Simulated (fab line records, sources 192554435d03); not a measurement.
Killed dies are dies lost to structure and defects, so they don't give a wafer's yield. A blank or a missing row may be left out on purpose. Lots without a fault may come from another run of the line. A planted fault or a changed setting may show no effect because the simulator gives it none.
Chamber matching | flow n5_finfet | N5_BEOL_M9_DEP_56 on pecvd-04: 3 sister chambers
The step deposits SiCN from 3MS/NH3, target thk 15 nm, time 26.5 s. 3 wafers are shown with their chamber, then 12 later ones without.

WAFERS WITH THEIR CHAMBER
wafer  | chamber | throttle_valve_pct (%)
L086.6 | 1       | 8.8
L087.5 | 2       | 8.8
L087.6 | 0       | 8.5

WAFERS WITHOUT THEIR CHAMBER
wafer  | throttle_valve_pct (%)
L089.1 | 8.9
L089.3 | 9.1
L089.5 | 9.1
L090.4 | 9.0
L090.5 | 8.5
L090.6 | 9.1
L092.1 | 9.1
L092.2 | 8.3
L092.3 | 8.9
L094.1 | 9.1
L094.4 | 9.0
L094.5 | 8.7

WHICH CHAMBER EACH WENT THROUGH
wafer  | from the rows above          | in truth
L089.1 | can't be placed: 1 or 2 or 0 | 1
L089.3 | can't be placed: 1 or 2 or 0 | 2
L089.5 | can't be placed: 1 or 2 or 0 | 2
L090.4 | can't be placed: 1 or 2 or 0 | 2
L090.5 | can't be placed: 0 or 1 or 2 | 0
L090.6 | can't be placed: 1 or 2 or 0 | 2
L092.1 | can't be placed: 1 or 2 or 0 | 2
L092.2 | can't be placed: 0 or 1 or 2 | 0
L092.3 | can't be placed: 1 or 2 or 0 | 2
L094.1 | can't be placed: 1 or 2 or 0 | 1
L094.4 | can't be placed: 1 or 2 or 0 | 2
L094.5 | can't be placed: 1 or 2 or 0 | 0
Placed correctly: 0 of 12. Can't be placed from these rows: 12 (the true chamber is among the candidates in 12). Placed wrongly: 0.
How it was worked out, from the rows above alone: a wafer's distance from a chamber is the root of the sum, over the readings, of the square of ((its reading less the chamber's mean) divided by the reading's scatter). The wafer belongs to the nearest chamber; if the next one is less than 2 further off, it can't be placed. A chamber's mean is the mean of its shown wafers. The scatter: with one shown wafer a chamber, the root of the mean of the squares of how far each hidden wafer lies from its nearest shown one.
